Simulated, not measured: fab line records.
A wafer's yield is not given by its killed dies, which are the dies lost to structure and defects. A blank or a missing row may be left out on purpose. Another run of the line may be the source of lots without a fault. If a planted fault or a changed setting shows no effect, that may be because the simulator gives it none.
A struck lot beside a sound one | flow n5Finfet | 41 out of 1938 route steps
Sound: the wafers L372.4, L372.5, L372.6. Struck: wafer L384.5. (L384.2 of the same lot was not struck and is left out.) The cause comes at the end.
Per side, at each step with rows, come the tool, then ch with its chambers, and then its first start. Under that, the readings that differ: sound wafers | struck wafers | difference of the means | sigmas: that difference in standard deviations of wafers without a fault.
alike: a reading whose means differ by less than 2 such deviations, as well as words and numbers matching on both sides. not compared: withheld readings; readings where some wafer has no value; bounds like >300 that might hide an equal value; numbers whose values overlap and for which the record gives no deviation.
Wherever a step has rows on one side only, a row that says differs or no value, or a row with sigmas, the two part there. Numbers that have no deviation but don't overlap get no sigmas and don't part them. A reading missing from all wafers of one side parts the sides only when that side holds two or more wafers.

first, 12 steps without rows for these wafers: N5_HKMG_FIN_STRIP_33 (strips in N2/H2); N5_HKMG_FIN_STRIP_34 (strips in CF4); N5_HKMG_FIN_ETCH_35 (etches SOC in N2/H2, target depth 215.8 nm, time 243.4 s); N5_HKMG_FIN_STRIP_92 (strips SOC in N2/H2, time 20 s); N5_HKMG_FIN_WET_ETCH_18 (etches TiN in SC1, time 55 s, target depth 5.2 nm, rinse time 30 s); N5_HKMG_FIN_STRIP_19 (strips in N2/H2, time 360 s); N5_HKMG_FIN_ALD_91 (deposits TiN, target thk 1 nm, pulse time 1 s, purge time 3 s); N5_HKMG_FIN_COAT_85 (time 60 s, resist thk 300 nm); N5_HKMG_FIN_ETCH_86 (etches SOC in N2/H2, stops on TiN, target depth 393.2 nm); N5_HKMG_FIN_STRIP_89 (strips SOC in N2/H2, time 20 s); N5_HKMG_FIN_WET_ETCH_87 (etches TiN in SC1, time 154.2 s, target depth 4.7 nm, rinse time 30 s); N5_HKMG_FIN_STRIP_88 (strips in N2/H2, time 360 s).
N5_HKMG_FIN_NWFM_ALD_20: deposits TiAlC, target thk 2 nm, pulse time 3 s, purge time 2 s.
  sound on aldMetal-02 ch 1,2,3, day 6 00:31; struck on aldMetal-02 ch 3, day 8 22:51
reading                  | sound    | struck | difference | sigmas
coReactantPulseTimeS (s) | 10 10 10 | 5.9053 | -4.0947    | 
  alike: heaterPowerW, precursorPulseHeightRel
then, 26 steps without rows for these wafers: N5_HKMG_FIN_ALD_71 (deposits TiN, target thk 1 nm, pulse time 1 s, purge time 3 s); N5_HKMG_FIN_COAT_66 (time 60 s, resist thk 300 nm); N5_HKMG_FIN_ETCH_67 (etches SOC in N2/H2, stops on TiN, target depth 388.9 nm); N5_HKMG_FIN_STRIP_90 (strips SOC in N2/H2, time 20 s); N5_HKMG_FIN_WET_ETCH_73 (etches the open film in SC1, time 42.3 s, target depth 1.3 nm, rinse time 30 s); N5_HKMG_FIN_ETCHBACK_68 (etches the open film in Cl2/Ar, stops on HfO2, target depth 0.5 nm); N5_HKMG_FIN_STRIP_69 (strips in N2/H2, time 360 s); N5_HKMG_FIN_ALD_21 (deposits TiN, target thk 1.5 nm, pulse time 1 s, purge time 3 s); N5_HKMG_FIN_ALD_72 (deposits W, target thk 2 nm, pulse time 1 s, purge time 2 s); N5_HKMG_FIN_W_FILL_22 (material W, target thk 60 nm, time 18.2 s); N5_HKMG_FIN_PRECLEAN_83 (cleans in DIW, time 57.5 s); N5_HKMG_FIN_SRD_84 (dry time 32 s); N5_HKMG_FIN_CMP_23 (polishes, stops on SiNx, t overpolish 10 s, target thk 46.326 nm); N5_HKMG_FIN_CMP_94 (polishes, stops on SiNx, t overpolish 4.7 s, target thk 43.299 nm); N5_GATE_CUT_ETCHBACK_00 (etches W in SF6/Cl2); N5_GATE_CUT_ETCH_56 (etches TiN in Cl2/Ar, target depth 21.6 nm); N5_GATE_CUT_ETCHBACK_30 (etches TiN in Cl2/Ar, target depth 3 nm); N5_GATE_CUT_VAPOR_ETCH_60 (etches HfO2 in BCl3/Cl2); N5_GATE_CUT_ETCH_58 (etches SiNx in CH3F/O2, target depth 17 nm, time 128.6 s); N5_GATE_CUT_STRIP_59 (strips in N2/H2, time 20 s); N5_GATE_CUT_PRECLEAN_31 (cleans in DIW, time 300 s); N5_GATE_CUT_SRD_32 (time 30 s); N5_GATE_CUT_SAC_CAP_01 (material SiNx, target thk 24 nm, pulse time 1 s, ald cycles 480); N5_GATE_CUT_PECVD_57 (deposits SiNx from SiH4/NH3/N2, target thk 21 nm); N5_GATE_CUT_CMP_02 (polishes, stops on SiO2, t overpolish 12.7 s, target thk 0 nm); N5_GATE_CUT_HM_DEP_46 (deposits SiO2 from TEOS/O2, target thk 130 nm, time 26.6 s).
-- the record jumps here: 4 days lie between the struck wafers' starts before and after (it left off in module GATE_CUT and takes up again in module BEOL_M4, whose first step shown is number 1111 of the route) --
N5_BEOL_M4_RC_MEAS_101:
  sound on prober-01 ch 0, day 10 00:29; struck on prober-02 ch 0, day 13 01:07
reading             | sound                     | struck   | difference | sigmas
IOFF_N (nA/um)      | 0.182 0.179 0.116         | 0.077    | -0.082     | -3
IOFF_N_85C (nA/um)  | 3.5 3.5 2.4               | 1.7      | -1.4       | -4
IOFF_N_LIN (nA/um)  | 0.081 0.080 0.056         | 0.036    | -0.036     | -4
IOFF_N_LONG (nA/um) | 5.8e-05 5.67e-05 5.84e-05 | 3.72e-05 | -2.05e-05  | -9
ION_N (uA/um)       | 677 672 658               | 624      | -45        | -5
VT_N (mV)           | 246.1 250.8 254.1         | 270.2    | +19.9      | +8
VT_N_LONG (mV)      | 271.4 276.1 272.4         | 292.0    | +18.7      | +10
VT_N_LVT (mV)       | 95.1 95.9 102.3           | 119.4    | +21.6      | +8
  alike: DIBL_N, DIBL_P, IOFF_P, ION_P, SS_N, SS_P, VT_P
-- a jump in the record: the struck wafers' starts before and after are 4 days apart (it breaks off in module BEOL_M4 and resumes in module PASSIVATION, where the first step shown is number 1936 of the route) --
N5_PASSIVATION_PROBE_49:
  only the struck wafers here have rows in the record (prober-02, day 17 00:14); the sound ones have none

WHERE THEY PART
Last at N5_PASSIVATION_PROBE_49 as far as this record goes, first at N5_BEOL_M4_RC_MEAS_101.

WHY: what had been put in by the simulator
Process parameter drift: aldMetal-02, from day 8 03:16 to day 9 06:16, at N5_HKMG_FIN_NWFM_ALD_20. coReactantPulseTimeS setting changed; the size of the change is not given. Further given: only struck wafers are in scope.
